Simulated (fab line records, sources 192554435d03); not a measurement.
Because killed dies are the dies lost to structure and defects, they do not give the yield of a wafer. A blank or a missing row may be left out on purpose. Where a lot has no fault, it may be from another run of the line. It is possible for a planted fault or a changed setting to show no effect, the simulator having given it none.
A lot that was struck, set against a sound lot || flow n5-finfet || 41 out of 1938 route steps
Sound: wafers L646.1, L646.4, L646.6. Struck: wafer L650.4 (left out: L650.1, L650.5 of the same lot, which were not struck); the cause appears at the end.
Per side, at each step with rows, come the tool, then ch with its chambers, and then its first start. Under that, the readings that differ: sound wafers || struck wafers || difference of the means || sigmas: that difference in standard deviations of wafers without a fault.
alike: readings with means less than 2 such deviations apart, plus words and numbers identical on both sides. not compared: withheld readings, readings lacking a value on some wafer, bounds such as >300 that could conceal the same value, and numbers that have no deviation in the record and whose values overlap.
The two part at a step that has a row with sigmas, a row that says differs or no value, or rows on one side only. Numbers that don't overlap but have no deviation are shown without sigmas and don't part them. A reading that every wafer of one side lacks parts them only if that side has two wafers or more.

first, 11 steps without rows for these wafers: N5_BEOL_M0_SAQP_STRIP_113 (strips in CHF3/O2); N5_BEOL_M0_SAQP_MANDREL_ETCH_20 (etches a-Si in HBr/Cl2, stops on SiNx, target depth 60 nm, bt time 10 s, time 30 s); N5_BEOL_M0_SAQP_STRIP_86 (strips in N2/H2); N5_BEOL_M0_SAQP_STRIP_115 (strips in post etch residue remover, time 60 s); N5_BEOL_M0_SAQP_SRD_93 (time 30 s); N5_BEOL_M0_SAQP_RECESS_114 (chemistry HF/NH3, target SiO2, target depth 14.4 nm, afs cycles 3, sublimation time 60 s); N5_BEOL_M0_SAQP_SPACER1_ALD_98 (deposits SiO2, target thk 12.8 nm, pulse time 1 s, purge time 2 s); N5_BEOL_M0_SAQP_SPACER1_ETCHBACK_99 (etches SiO2 in CHF3/O2, target depth 15.4 nm, time 7.7 s); N5_BEOL_M0_SAQP_MANDREL1_REMOVE_100 (chemistry HBr/Cl2/O2, target a-Si, stops on SiNx, bt time 10 s); N5_BEOL_M0_SAQP_ETCH_101 (etches SiNx in CH3F/O2, target depth 29.9 nm, time 42.7 s); N5_BEOL_M0_SAQP_ETCH_102 (etches SiO2 in CF4, target depth 4 nm, time 4.4 s).
N5_BEOL_M0_SAQP_MANDREL_ETCH_103: etches a-Si in HBr/Cl2, stops on SiCN, target depth 45 nm, bt time 10 s, time 27 s.
  sound on rie-si-03 ch 0,2, day 5 16:49; struck on rie-si-03 ch 1, day 6 12:16
{"reading": "chamber-pressure-mTorr (mTorr)", "sound": "10.005 10.005 10.006", "struck": 9.982, "difference": -0.023, "sigmas": -3}
  alike: drypump-motor-current-A, oes-product-au, throttle-valve-pct
  not compared: rf-hours-counter-h
then, 18 steps without rows for these wafers: N5_BEOL_M0_SAQP_RECESS_104 (chemistry HF/NH3, target SiO2, target depth 18 nm, afs cycles 3, sublimation time 60 s); N5_BEOL_M0_SAQP_COAT_105 (time 60 s, resist thk 100 nm); N5_BEOL_M0_SAQP_ETCH_106 (etches SOC in N2/H2, stops on SiNx, target depth 150 nm); N5_BEOL_M0_SAQP_ETCH_107 (etches SiNx in CH3F/O2, target depth 30 nm); N5_BEOL_M0_SAQP_STRIP_108 (strips in N2/H2); N5_BEOL_M0_SAQP_RECESS_109 (chemistry HF/NH3, target SiO2, target depth 3 nm, afs cycles 1, sublimation time 60 s); N5_BEOL_M0_SAQP_SPACER2_ALD_26 (deposits SiO2, target thk 15 nm, pulse time 1 s, purge time 2 s); N5_BEOL_M0_SAQP_SPACER2_ETCHBACK_27 (etches SiO2 in CHF3/O2, target depth 22.5 nm, time 11.25 s); N5_BEOL_M0_SAQP_MANDREL2_REMOVE_110 (chemistry HBr/Cl2/O2, target a-Si, stops on SiCN, bt time 10 s); N5_BEOL_M0_SAQP_COAT_69 (time 60 s, resist thk 90 nm); N5_BEOL_M0_SAQP_COAT_72 (time 60 s, resist thk 15 nm); N5_BEOL_M0_SAQP_COAT_87 (time 60 s, resist thk 5 nm); N5_BEOL_M0_SAQP_COAT_34 (resist thk 30 nm); N5_BEOL_M0_SAQP_EBR_36; N5_BEOL_M0_SAQP_SOFTBAKE_35 (time 60 s); N5_BEOL_M0_SAQP_EXPOSE_37 (exposes mask M0 CUT1, target cd 30 nm); N5_BEOL_M0_SAQP_PEB_38 (peb time 60 s); N5_BEOL_M0_SAQP_DEVELOP_39 (develop time 30 s).
N5_BEOL_M0_SAQP_INSPECT_42: inspects for defects (brightfield).
  struck on defect-inspect-02, day 6 15:51; sound on defect-inspect-02, day 5 19:39
{"reading": "raw-defect-count", "sound": "309 359 344", "struck": 634, "difference": "+297", "sigmas": "+4"}
then, 7 steps without rows for these wafers: N5_BEOL_M0_SAQP_DESCUM_45 (chemistry O2, time 7 s); N5_BEOL_M0_SAQP_ETCH_88 (etches underlayer in N2/H2, target depth 6.5 nm, time 5.2 s); N5_BEOL_M0_SAQP_ETCH_73 (etches SiARC in CF4, target depth 19.5 nm, time 32.5 s); N5_BEOL_M0_SAQP_CUT_ETCH_46 (etches SOC in N2/H2, target depth 135 nm, overetch 27 nm, time 202.5 s); N5_BEOL_M0_SAQP_STRIP_74 (strips in N2/H2); N5_BEOL_M0_SAQP_STRIP_89 (strips in N2/H2); N5_BEOL_M0_SAQP_ALD_48 (deposits SiO2, target thk 20 nm, pulse time 1 s, co reactant pulse time 1 s).
N5_BEOL_M0_CUTY_INSPECT_59: inspects for defects (macro).
  struck on defect-inspect-01, day 6 17:19; sound on defect-inspect-02, day 5 22:13
{"reading": "raw-defect-count", "sound": "3 4 0", "struck": ">300", "difference": "differs", "sigmas": ""}
-- the record jumps here: 2 days lie between the struck wafers' starts before and after (it left off in module BEOL_M0_CUTY and takes up again in module BEOL_M4, whose first step shown is number 1111 of the route) --
N5_BEOL_M4_RC_MEAS_101:
  sound on prober-01 ch 0, day 8 07:57; struck on prober-01 ch 0, day 9 01:38
{"reading": "SS_N (mV/dec)", "sound": "72.0 71.3 72.4", "struck": 70.3, "difference": -1.6, "sigmas": -2}
  alike: DIBL_N, DIBL_P, IOFF_N, IOFF_P, ION_N, ION_P, SS_P, VT_N, VT_P
-- the record jumps here: 4 days lie between the struck wafers' starts before and after (it left off in module BEOL_M4 and takes up again in module PASSIVATION, whose first step shown is number 1936 of the route) --
N5_PASSIVATION_PROBE_49:
  only the struck wafers here have rows in the record (prober-01, day 13 11:26); the sound ones have none

## WHERE THEY PART
Last at N5_PASSIVATION_PROBE_49 as far as this record goes, first at N5_BEOL_M0_SAQP_MANDREL_ETCH_103.

WHY: what the simulator had put in
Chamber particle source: rie-si-03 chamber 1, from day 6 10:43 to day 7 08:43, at N5_BEOL_M0_SAQP_MANDREL_ETCH_103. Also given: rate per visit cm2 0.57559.
